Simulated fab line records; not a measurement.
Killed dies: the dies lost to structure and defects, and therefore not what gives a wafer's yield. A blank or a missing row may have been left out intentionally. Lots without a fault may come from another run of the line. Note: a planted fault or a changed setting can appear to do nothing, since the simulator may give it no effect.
fab line records	flow n5_finfet
[record] lots = 5	wafers = 15	last_day = 18
route steps=1938 shown BEOL_M4@1099 BEOL_M5@1112 BEOL_M8@1393 PASSIVATION@1936
lots with no fault: from the same line, run without faults
start_h: hours from the record's first day to the start of the lot's first wafer shown	wait_h: hours elapsed since this lot's preceding step	" identical to the entry in the row above	L1.1+2: one row covering several wafers at once	- value missing, or start not given	* or withheld: withheld	< > ~ a bound
route shown NAME@n: names a module that has steps shown in the file, with the first one's number in the route	usual: average and standard deviation across the fault-free wafers	same: alike in all rows	chamber/n: place in a boat	sites: readings site by site	_std_site: their standard deviation	_edge_site: inner sites' mean taken away from outer sites' mean	radius_mm: for every site, how far away it sits from the centre of the wafer	mask NAME#n: copy n	behind: tool/chamber where the wafer was last shaped	hold: cause of the lot's hold/its duration in hours/its outcome	device: names the non-switching transistor (n, p or np)	end of line: tests run on the same wafers once the route is complete	step lacking rows: just its recipe	killed: not the wafer's yield, but the dies lost to structure and defects at the first sort	map: the dies of a wafer, with x for killed, . for not killed, _ for no die there
set.NAME: the run value of the setting; set.NAME@STEP: its run value at that earlier step	model.NAME: the simulator's own value behind a step, which no gauge read
lots at selected steps of the route; one table per step, one row per wafer
services: when a tool's chamber went out of use (start_h, in hours from the record's first day, below 0 if earlier), for how many hours, and the reason
[[steps]]
[step N5_BEOL_M4_ANNEAL_95]
[recipe] temp_c = 400	time_s = 240	ambient = vacuum
[step N5_BEOL_M4_SPUTTER_96]
[recipe] material = Cu	target_thk_a = 45	temp_c = -20	chamber_pressure_pa = 0.07	power_w = withheld	time_s = 8.29
[step N5_BEOL_M4_ECD_50]
[recipe] material = Cu	target_thk_a = 3000
[step N5_BEOL_M4_ANNEAL_51]
[recipe] temp_c = 225	time_s = 90	ambient = N2
[step N5_BEOL_M4_CMP_52]
[recipe] stop_on = SiOC	t_overpolish_s = 6.8	down_force_psi = 1	platen_rpm = 50	clearing_platen_down_force_psi = 1.5	clearing_platen_rpm = 50	post_cmp_clean = cu_alkaline	target_thk_nm = 40	clearing_platen_pad_velocity_m_s = 0.99484	pad_velocity_m_s = 0.99484
[step N5_BEOL_M4_PRE_CLEAN_60]
[recipe] gas = NH3/H2	time_s = 15	temp_c = *	rf_power_w = 300
[step N5_BEOL_M4_CO_CAP_55]
[recipe] material = Co	target_thk_a = 20	temp_c = 200	precursor = CCTBA/H2	pressure_torr = 30	time_s = 102.1
[step N5_BEOL_M4_PRE_CLEAN_56]
[recipe] gas = NH3	time_s = 15	temp_c = withheld	rf_power_w = 300
[step N5_BEOL_M4_DEP_57]
[recipe] material = SiCN	target_thk_a = 80	temp_c = withheld	precursor = 3MS/NH3	pressure_torr = 3	rf_w = 202	time_s = 14
[step N5_BEOL_M4_RC_MEAS_101]
[usual] DIBL_N = 36.3/1.8	DIBL_P = 36.5/2.1	IOFF_N = 0.16/0.031	IOFF_P = 0.22/0.038	ION_N = 677/12	ION_P = 466/7.8	SS_N = 71.5/0.61	SS_P = 73.2/0.7	VT_N = 249/3	VT_P = -248.9/3
lot.wafer	tool	chamber	start_h	wait_h	DIBL_N[mV/V]	DIBL_P[mV/V]	IOFF_N[nA/um]	IOFF_P[nA/um]	ION_N[uA/um]	ION_P[uA/um]	SS_N[mV/dec]	SS_P[mV/dec]	VT_N[mV]	VT_P[mV]
L970.2	prober-02	0	234.46	0.2	36.0	36.6	0.17	0.23	678	470	71.8	74.2	247	-246.4
L970.5	"	0	"	"	33.5	33.9	0.13	0.19	668	464	71.0	73.2	252	-249.8
L970.6	"	0	"	"	35.6	37.2	0.17	0.24	668	467	72.1	73.2	248	-243.2
L975.2	prober-02	0	267.20	0.2	36.9	37.5	0.16	0.25	679	472	72.3	73.5	252	-248.5
L975.4	"	0	"	"	39.2	40.4	0.21	0.31	677	475	71.9	74.6	248	-245.5
L975.5	"	0	"	"	35.7	36.7	0.16	0.25	690	483	70.9	72.9	250	-245.8
L976.2	prober-02	0	278.29	0.2	34.5	35.0	0.14	0.21	669	463	71.4	72.9	250	-247.6
L976.4	"	0	"	"	37.5	38.9	0.21	0.26	696	470	72.0	73.1	246	-246.3
L976.6	"	0	"	"	34.1	35.0	0.15	0.20	684	466	71.0	72.6	247	-251.3
L979.1	prober-02	0	281.12	0.0	34.7	34.4	0.14	0.19	663	455	70.9	72.5	252	-250.7
L979.2	"	0	"	"	34.6	35.3	0.15	0.20	673	465	71.3	72.4	249	-251.3
L979.3	"	0	"	"	35.9	36.2	0.16	0.21	670	459	71.9	72.8	251	-249.7
L983.1	prober-01	0	316.30	0.0	35.0	35.3	0.14	0.22	685	479	71.6	73.0	251	-248.2
L983.3	"	0	"	"	36.7	37.8	0.17	0.25	675	471	71.2	73.9	249	-245.9
L983.5	"	0	"	"	34.5	35.2	0.14	0.21	689	477	71.6	72.5	250	-250.0
[step N5_BEOL_M5_ILD_DEP_00]
[recipe] material = SiCOH_lowk	target_thk_a = 1406.4	temp_c = 300	precursor = DEMS/porogen	pressure_torr = 5	rf_w = 500	time_s = 25.9
[step N5_BEOL_M5_CURE_79]
[recipe] temp_c = 385	time_s = 240	ambient = He/Ar	material = SiCOH_lowk
[step N5_BEOL_M5_PECVD_70]
[recipe] material = SiO2	target_thk_a = 160	temp_c = 400	precursor = TEOS/O2	pressure_torr = 5.5	rf_w = 450	teos_flow_sccm = 53.8	gas = O2	flow_sccm = 3000	time_s = 18
[step N5_BEOL_M5_HM_DEP_02]
[recipe] material = TiN	target_thk_a = 200	temp_c = 25	chamber_pressure_pa = 0.49996
[step N5_BEOL_M5_COAT_59]
[recipe] resist = SOC	temp_c = 250	time_s = 60	spin_rpm = 1500	resist_thk_nm = 60
[step N5_BEOL_M5_COAT_60]
[recipe] resist = SiARC	temp_c = 220	time_s = 60	spin_rpm = 1500	resist_thk_nm = 12
[step N5_BEOL_M5_COAT_71]
[recipe] resist = underlayer	temp_c = 205	time_s = 60	spin_rpm = 1500	resist_thk_nm = 5
[step N5_BEOL_M5_COAT_05]
[recipe] resist = CAR-EUV	spin_rpm = 1500	resist_thk_nm = 30
[step N5_BEOL_M5_EBR_07]
[recipe] solvent = PGMEA	ebr_width_mm = 1.5
[step N5_BEOL_M5_SOFTBAKE_06]
[recipe] temp_c = 110	time_s = 60	resist = CAR-EUV
[step N5_BEOL_M5_EXPOSE_08]
[recipe] mask_id = M5	na = 0.33	source_shape = annular	sigma_inner = 0.4	sigma_outer = 0.8	polarization = unpolarized	target_cd_nm = 28	dose_mj = 35.75
[step N5_BEOL_M5_PEB_09]
[recipe] peb_temp_c = 100	peb_time_s = 60	resist = CAR-EUV
[step N5_BEOL_M5_DEVELOP_10]
[recipe] develop_time_s = 30	developer = TMAH	resist = CAR-EUV	rinse_liquid = surfactant_rinse	dry = air_spin	dev_temp_c = 23
[step N5_BEOL_M5_DESCUM_16]
[recipe] chemistry = O2	time_s = 7	source_power_w = 50	bias_power_w = 20	pressure_mtorr = 20	rf_frequency_hz = 2.712e+07	temp_c = 40	resist = CAR-EUV	o2_flow_sccm = 225
[step N5_BEOL_M5_ETCH_72]
[recipe] chemistry = N2/H2	target = underlayer	target_depth_a = 65	mask_material = CAR-EUV	time_s = 5.2	ion_energy_ev = 200	pressure_mtorr = 30	source_w = 840	bias_w = 150	n2_flow_sccm = 200	h2_flow_sccm = 200	ends = cleared
[step N5_BEOL_M5_ETCH_61]
[recipe] chemistry = CF4	target = SiARC	target_depth_a = 156	mask_material = CAR-EUV	time_s = 26	ion_energy_ev = 80	pressure_mtorr = 40	source_w = 545	bias_w = 36	Ar_flow_sccm = 100	cf4_flow_sccm = 100	ends = cleared
[step N5_BEOL_M5_ETCH_62]
[recipe] chemistry = N2/H2	target = SOC	target_depth_a = 750	overetch_a = 150	mask_material = SiARC	temp_c = 40	time_s = 112.5	ion_energy_ev = 200	pressure_mtorr = 30	source_w = 840	bias_w = 150	n2_flow_sccm = 200	h2_flow_sccm = 200
[step N5_BEOL_M5_STRIP_63]
[recipe] chemistry = N2/H2	temp_c = 40	n2_flow_sccm = 200	h2_flow_sccm = 200	rf_frequency_hz = 6e+07
[step N5_BEOL_M5_STRIP_73]
[recipe] chemistry = N2/H2	temp_c = 40	n2_flow_sccm = 200	h2_flow_sccm = 200	rf_frequency_hz = 6e+07
[step N5_BEOL_M5_STRIP_64]
[recipe] chemistry = CF4	resist = SiARC	power_w = 300	bias_power_w = 75	pressure_mtorr = 50	cf4_flow_sccm = 150	rf_frequency_hz = 6e+07
[step N5_BEOL_M5_HM_OPEN_17]
[recipe] chemistry = Cl2/BCl3	target_depth_a = 200	overetch_a = 60	target = TiN	mask_material = SOC	ion_energy_ev = 150	pressure_mtorr = 10	icp_w = 1000	bias_w = 126	Cl2_flow_sccm = 53.25	bcl3_flow_sccm = 21.75	Ar_flow_sccm = 25
[step N5_BEOL_M5_STRIP_19]
[recipe] chemistry = O2	power_w = 400	temp_c = 40	pressure_mtorr = 30	rf_frequency_hz = 6e+07	bias_power_w = 0	overash_fraction = 0.2	o2_flow_sccm = 225
[step N5_BEOL_M5_COAT_65]
[recipe] resist = SOC	temp_c = 250	time_s = 60	spin_rpm = 1500	resist_thk_nm = 60
[step N5_BEOL_M5_COAT_66]
[recipe] resist = SiARC	temp_c = 220	time_s = 60	spin_rpm = 1500	resist_thk_nm = 12
[step N5_BEOL_M8_ECD_50]
[recipe] material = Cu	target_thk_a = 3000
lot.wafer	tool	chamber	start_h	wait_h
L970.2+5+6	ecd_cu-01	1,0,1	281.48	0.1
L975.2+4+5	ecd_cu-01	1,0,1	307.91	0.1
L976.2+4+6	ecd_cu-01	1,1,0	313.23	0.1
L979.1+2+3	ecd_cu-02	1,0,1	321.45	0.1
L983.1+3+5	ecd_cu-01	1,0,0	355.49	0.1
[step N5_BEOL_M8_CMP_52]
[recipe] stop_on = SiCOH_lowk	t_overpolish_s = 6.9	down_force_psi = 1	platen_rpm = 50	clearing_platen_down_force_psi = 1.5	clearing_platen_rpm = 50	post_cmp_clean = cu_alkaline	target_thk_nm = 80	clearing_platen_pad_velocity_m_s = 0.99484	pad_velocity_m_s = 0.99484
[usual] motor_current_A = 6.4/0.73	time_to_endpoint_s = 63/3.2
lot.wafer	tool	chamber	start_h	wait_h	motor_current_A	time_to_endpoint_s
L970.2	cmp-04	2	281.93	0.3	5.7	63
L970.6	"	1	"	"	6.5	65
L970.5	"	2	"	"	5.2	62
L975.2	cmp-04	3	308.39	0.3	7.9	2
L975.4	"	0	"	"	5.6	2
L975.5	"	2	"	"	5.4	4
L976.2	cmp-04	1	313.97	0.2	6.2	5
L976.4	"	3	"	"	8.1	4
L976.6	"	1	"	"	6.0	7
L979.2	cmp-04	1	322.06	0.2	6.1	3
L979.1	"	3	"	"	8.4	1
L979.3	"	0	"	"	6.1	0
L983.3	cmp-02	0	356.23	0.2	6.4	66
L983.1	"	2	"	"	7.0	63
L983.5	"	3	"	"	6.7	60
[step N5_PASSIVATION_PROBE_49]
[usual] defect_limited_yield = 91.2/1.5	killed_at_M0_to_M3 = 33/9.6	killed_at_M4_up = 14/5.6	killed_at_contacts = 14/5.5	killed_at_front_end = 40/13	killed_at_other = 4/3	killed_dies = 104/17	killed_on_rim = 14/4.3	killed_open = 68/13	killed_short = 33/7.2	sort_bin_5_function = 5.2/0.95	sort_bin_6_memory = 3.3/0.62	sort_n_pass = 1076/17	sort_yield_pct = 91.2/1.5
[same] gross_dies = 1180	killed_at_back_side = 0	sort_bin_4_leakage[%] = 0	sort_bin_8_speed[%] = 0
lot.wafer	tool	chamber	start_h	wait_h	defect_limited_yield[%]	killed_at_M0_to_M3	killed_at_M4_up	killed_at_contacts	killed_at_front_end	killed_at_other	killed_dies	killed_on_rim	killed_open	killed_short	sort_bin_5_function[%]	sort_bin_6_memory[%]	sort_n_pass	sort_yield_pct[%]
L975.2	prober-02	-	386.46	0.1	0	28	1084	4	61	3	1180	152	75	31	96.4	3.2	0	0
L975.4	prober-02	-	386.56	0.2	0	36	1082	7	49	6	1180	152	75	38	96.0	3.7	0	0
L975.5	prober-02	-	386.61	0.2	0	23	1115	10	26	6	1180	152	47	30	97.4	2.1	0	0
L976.2	prober-01	-	387.25	0.1	0	25	1065	21	66	3	1180	152	85	40	95.6	4.2	0	0
L976.4	prober-01	-	387.35	0.2	0	35	1100	12	31	2	1180	152	63	29	96.7	2.9	0	0
L976.6	prober-01	-	387.45	0.3	0	33	1101	11	27	8	1180	152	70	27	97.3	2.4	0	0
L979.1	prober-01	-	393.84	0.0	0	48	1094	13	23	2	1180	152	64	42	96.1	3.6	0	0
L979.2	prober-01	-	393.89	0.1	0	43	1096	9	32	0	1180	152	71	29	96.4	3.4	0	0
L979.3	prober-01	-	393.94	0.1	0	34	1099	15	31	1	1180	152	63	42	96.1	3.9	0	0
L983.1	prober-01	-	427.03	0.0	90.7	37	20	18	33	2	110	20	81	28	5.5	3.6	1070	90.7
L983.3	prober-01	-	427.13	0.1	93.4	31	5	12	29	1	78	11	59	19	4.1	2.3	1102	93.4
L983.5	prober-01	-	427.23	0.2	93.0	23	9	18	33	0	83	9	49	30	4.6	2.4	1097	93.0
// killed by level:class
L975.2 BEOL_M8:area_ecd=1074 STI_FIN_REVEAL:geometric_particle:open=19 BEOL_M2:geometric_particle:open=13 FIN_SAQP:geometric_particle:open=9 GATE_CUT:geometric_particle:short=8 FIN_SAQP:geometric_particle:short=6 BEOL_M4:geometric_particle:open=5 DUMMY_GATE:geometric_particle:open=4
L975.4 BEOL_M8:area_ecd=1067 FIN_SAQP:geometric_particle:open=14 BEOL_M3:geometric_particle:open=10 BEOL_M4:geometric_particle:open=9 STI_FIN_REVEAL:geometric_particle:open=7 MOL_CONTACT_COAG:geometric_particle:open=7 BEOL_M0_SAQP:geometric_particle:short=7 BEOL_M2:geometric_particle:open=7
L975.5 BEOL_M8:area_ecd=1101 MOL_CONTACT_COAG:geometric_particle:open=8 GATE_CUT:geometric_particle:short=7 BEOL_M3:geometric_particle:open=6 BEOL_M4:geometric_particle:open=6 FIN_SAQP:geometric_particle:short=5 BEOL_M0_SAQP:geometric_particle:open=5 STARTING-WAFER:geometric_particle:open=4
L976.2 BEOL_M8:area_ecd=1054 STI_FIN_REVEAL:geometric_particle:open=19 MOL_CONTACT_COAG:geometric_particle:open=17 BEOL_M3:geometric_particle:open=10 DUMMY_GATE:geometric_particle:open=9 FIN_SAQP:geometric_particle:short=7 FIN_SAQP:geometric_particle:open=6 GATE_CUT:geometric_particle:short=6
L976.4 BEOL_M8:area_ecd=1088 MOL_CONTACT_COAG:geometric_particle:open=8 BEOL_M3:geometric_particle:open=8 FIN_SAQP:geometric_particle:open=6 BEOL_M0_SAQP:geometric_particle:short=6 BEOL_M0_SAQP:geometric_particle:open=6 STI_FIN_REVEAL:geometric_particle:open=5 BEOL_M1:geometric_particle:open=5
L976.6 BEOL_M8:area_ecd=1083 BEOL_M0_SAQP:geometric_particle:short=9 BEOL_M4:geometric_particle:open=8 MOL_CONTACT_COAG:geometric_particle:open=7 STI_FIN_REVEAL:geometric_particle:open=6 BEOL_M0_SAQP:geometric_particle:open=6 BEOL_M3:geometric_particle:open=6 BEOL_M2:geometric_particle:open=5
L979.1 BEOL_M8:area_ecd=1070 MOL_CONTACT_COAG:geometric_particle:open=11 BEOL_M0_SAQP:geometric_particle:open=10 BEOL_M0_SAQP:geometric_particle:short=10 BEOL_M4:geometric_particle:open=9 BEOL_M1:geometric_particle:short=8 BEOL_M2:geometric_particle:open=7 BEOL_M5:geometric_particle:open=6
L979.2 BEOL_M8:area_ecd=1080 BEOL_M0_SAQP:geometric_particle:open=12 BEOL_M4:geometric_particle:open=11 BEOL_M2:geometric_particle:open=9 MOL_CONTACT_COAG:geometric_particle:open=8 BEOL_M0_SAQP:geometric_particle:short=7 BEOL_M3:geometric_particle:open=6 FIN_SAQP:geometric_particle:short=5
L979.3 BEOL_M8:area_ecd=1074 BEOL_M0_SAQP:geometric_particle:short=15 BEOL_M4:geometric_particle:open=11 MOL_CONTACT_COAG:geometric_particle:open=10 FIN_SAQP:geometric_particle:open=9 BEOL_M0_SAQP:geometric_particle:open=9 MOL_CONTACT_COAG:geometric_particle:short=5 GATE_CUT:geometric_particle:short=4
L983.1 MOL_CONTACT_COAG:geometric_particle:open=13 FIN_SAQP:geometric_particle:short=10 FIN_SAQP:geometric_particle:open=10 BEOL_M4:geometric_particle:open=10 BEOL_M2:geometric_particle:open=9 BEOL_M1:geometric_particle:open=9 STI_FIN_REVEAL:geometric_particle:open=7 MOL_CONTACT_COAG:geometric_particle:short=5
L983.3 BEOL_M3:geometric_particle:open=22 MOL_CONTACT_COAG:geometric_particle:open=11 FIN_SAQP:geometric_particle:open=10 STI_FIN_REVEAL:geometric_particle:open=7 FIN_SAQP:geometric_particle:short=6 BEOL_M0_SAQP:geometric_particle:short=3 STI_FIN_REVEAL:geometric_particle:short=2 BEOL_M0_SAQP:geometric_particle:open=2
L983.5 MOL_CONTACT_COAG:geometric_particle:open=12 FIN_SAQP:geometric_particle:short=11 FIN_SAQP:geometric_particle:open=8 MOL_CONTACT_COAG:geometric_particle:short=6 BEOL_M2:geometric_particle:open=5 BEOL_M0_SAQP:geometric_particle:open=4 BEOL_M0_SAQP:geometric_particle:short=4 BEOL_M4:geometric_particle:open=4
// map L975.2 (x killed, . not)
_________________xxxxxxxxxxxx________________
______________xxxxxxxxxxxxxxxxxx_____________
___________xxxxxxxxxxxxxxxxxxxxxxxx__________
__________xxxxxxxxxxxxxxxxxxxxxxxxxx_________
________xxxxxxxxxxxxxxxxxxxxxxxxxxxxxx_______
_______xxxxxxxxxxxxxxxxxxxxxxxxxxxxxxxx______
______xxxxxxxxxxxxxxxxxxxxxxxxxxxxxxxxxx_____
_____xxxxxxxxxxxxxxxxxxxxxxxxxxxxxxxxxxxx____
____xxxxxxxxxxxxxxxxxxxxxxxxxxxxxxxxxxxxxx___
___xxxxxxxxxxxxxxxxxxxxxxxxxxxxxxxxxxxxxxxx__
___xxxxxxxxxxxxxxxxxxxxxxxxxxxxxxxxxxxxxxxx__
__xxxxxxxxxxxxxxxxxxxxxxxxxxxxxxxxxxxxxxxxxx_
__xxxxxxxxxxxxxxxxxxxxxxxxxxxxxxxxxxxxxxxxxx_
_xxxxxxxxxxxxxxxxxxxxxxxxxxxxxxxxxxxxxxxxxxxx
_xxxxxxxxxxxxxxxxxxxxxxxxxxxxxxxxxxxxxxxxxxxx
_xxxxxxxxxxxxxxxxxxxxxxxxxxxxxxxxxxxxxxxxxxxx
_xxxxxxxxxxxxxxxxxxxxxxxxxxxxxxxxxxxxxxxxxxxx
_xxxxxxxxxxxxxxxxxxxxxxxxxxxxxxxxxxxxxxxxxxxx
_xxxxxxxxxxxxxxxxxxxxxxxxxxxxxxxxxxxxxxxxxxxx
_xxxxxxxxxxxxxxxxxxxxxxxxxxxxxxxxxxxxxxxxxxxx
_xxxxxxxxxxxxxxxxxxxxxxxxxxxxxxxxxxxxxxxxxxxx
__xxxxxxxxxxxxxxxxxxxxxxxxxxxxxxxxxxxxxxxxxx_
__xxxxxxxxxxxxxxxxxxxxxxxxxxxxxxxxxxxxxxxxxx_
___xxxxxxxxxxxxxxxxxxxxxxxxxxxxxxxxxxxxxxxx__
___xxxxxxxxxxxxxxxxxxxxxxxxxxxxxxxxxxxxxxxx__
____xxxxxxxxxxxxxxxxxxxxxxxxxxxxxxxxxxxxxx___
_____xxxxxxxxxxxxxxxxxxxxxxxxxxxxxxxxxxxx____
______xxxxxxxxxxxxxxxxxxxxxxxxxxxxxxxxxx_____
_______xxxxxxxxxxxxxxxxxxxxxxxxxxxxxxxx______
________xxxxxxxxxxxxxxxxxxxxxxxxxxxxxx_______
__________xxxxxxxxxxxxxxxxxxxxxxxxxx_________
___________xxxxxxxxxxxxxxxxxxxxxxxx__________
______________xxxxxxxxxxxxxxxxxx_____________
_________________xxxxxxxxxxxx________________
// map L976.2 (x killed, . not)
_________________xxxxxxxxxxxx________________
______________xxxxxxxxxxxxxxxxxx_____________
___________xxxxxxxxxxxxxxxxxxxxxxxx__________
__________xxxxxxxxxxxxxxxxxxxxxxxxxx_________
________xxxxxxxxxxxxxxxxxxxxxxxxxxxxxx_______
_______xxxxxxxxxxxxxxxxxxxxxxxxxxxxxxxx______
______xxxxxxxxxxxxxxxxxxxxxxxxxxxxxxxxxx_____
_____xxxxxxxxxxxxxxxxxxxxxxxxxxxxxxxxxxxx____
____xxxxxxxxxxxxxxxxxxxxxxxxxxxxxxxxxxxxxx___
___xxxxxxxxxxxxxxxxxxxxxxxxxxxxxxxxxxxxxxxx__
___xxxxxxxxxxxxxxxxxxxxxxxxxxxxxxxxxxxxxxxx__
__xxxxxxxxxxxxxxxxxxxxxxxxxxxxxxxxxxxxxxxxxx_
__xxxxxxxxxxxxxxxxxxxxxxxxxxxxxxxxxxxxxxxxxx_
_xxxxxxxxxxxxxxxxxxxxxxxxxxxxxxxxxxxxxxxxxxxx
_xxxxxxxxxxxxxxxxxxxxxxxxxxxxxxxxxxxxxxxxxxxx
_xxxxxxxxxxxxxxxxxxxxxxxxxxxxxxxxxxxxxxxxxxxx
_xxxxxxxxxxxxxxxxxxxxxxxxxxxxxxxxxxxxxxxxxxxx
_xxxxxxxxxxxxxxxxxxxxxxxxxxxxxxxxxxxxxxxxxxxx
_xxxxxxxxxxxxxxxxxxxxxxxxxxxxxxxxxxxxxxxxxxxx
_xxxxxxxxxxxxxxxxxxxxxxxxxxxxxxxxxxxxxxxxxxxx
_xxxxxxxxxxxxxxxxxxxxxxxxxxxxxxxxxxxxxxxxxxxx
__xxxxxxxxxxxxxxxxxxxxxxxxxxxxxxxxxxxxxxxxxx_
__xxxxxxxxxxxxxxxxxxxxxxxxxxxxxxxxxxxxxxxxxx_
___xxxxxxxxxxxxxxxxxxxxxxxxxxxxxxxxxxxxxxxx__
___xxxxxxxxxxxxxxxxxxxxxxxxxxxxxxxxxxxxxxxx__
____xxxxxxxxxxxxxxxxxxxxxxxxxxxxxxxxxxxxxx___
_____xxxxxxxxxxxxxxxxxxxxxxxxxxxxxxxxxxxx____
______xxxxxxxxxxxxxxxxxxxxxxxxxxxxxxxxxx_____
_______xxxxxxxxxxxxxxxxxxxxxxxxxxxxxxxx______
________xxxxxxxxxxxxxxxxxxxxxxxxxxxxxx_______
__________xxxxxxxxxxxxxxxxxxxxxxxxxx_________
___________xxxxxxxxxxxxxxxxxxxxxxxx__________
______________xxxxxxxxxxxxxxxxxx_____________
_________________xxxxxxxxxxxx________________
[[services]]
tool	chamber	start_h	hours	kind
cmp-02	-	260.11	0.7	repair
cmp-02	-	266.84	2.7	repair
cmp-02	-	277.51	4.0	pm
cmp-02	-	281.51	-	consumable_replace:conditioner
cmp-02	-	281.51	-	consumable_replace:pad
ecd_cu-02	-	281.96	0.4	repair
cmp-04	-	331.13	5.2	repair
cmp-02	-	340.24	3.8	repair
cmp-04	-	349.07	4.2	repair
[[key]]
[first_sign] step = N5_BEOL_M8_CMP_52	reading = time_to_endpoint_s	direction = down	sigmas = 18	usual = *	struck = *
[effect] step = N5_PASSIVATION_PROBE_49	reading = killed_at_M4_up	direction = up	sigmas = 99+	usual = 14	struck = 1093
[more_kills_born_at] N5_BEOL_M8_ECD_50@ecd_cu-01 = 6464	N5_BEOL_M8_ECD_50@ecd_cu-02 = 3224
met_at N5_BEOL_M8_ECD_50
struck_wafers L975.2,L975.4,L975.5,L976.2,L976.4,L976.6,L979.1,L979.2,L979.3
later_rows_left_out L975.2,L975.4,L975.5,L976.2,L976.4,L976.6,L979.1,L979.2,L979.3
onset_between 281.48 307.91
also_fits N5_BEOL_M8_CMP_52:cmp-04
[fault] kind = skipped_step_whole	tool = ecd_cu-01,ecd_cu-02	chamber = -	onset_h = 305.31	steps = N5_BEOL_M8_ECD_50	scope = struck_lots_only
// later_rows_left_out: the simulator's readings of these wafers behind a module that went badly wrong aren't trusted and aren't shown, but for the sort
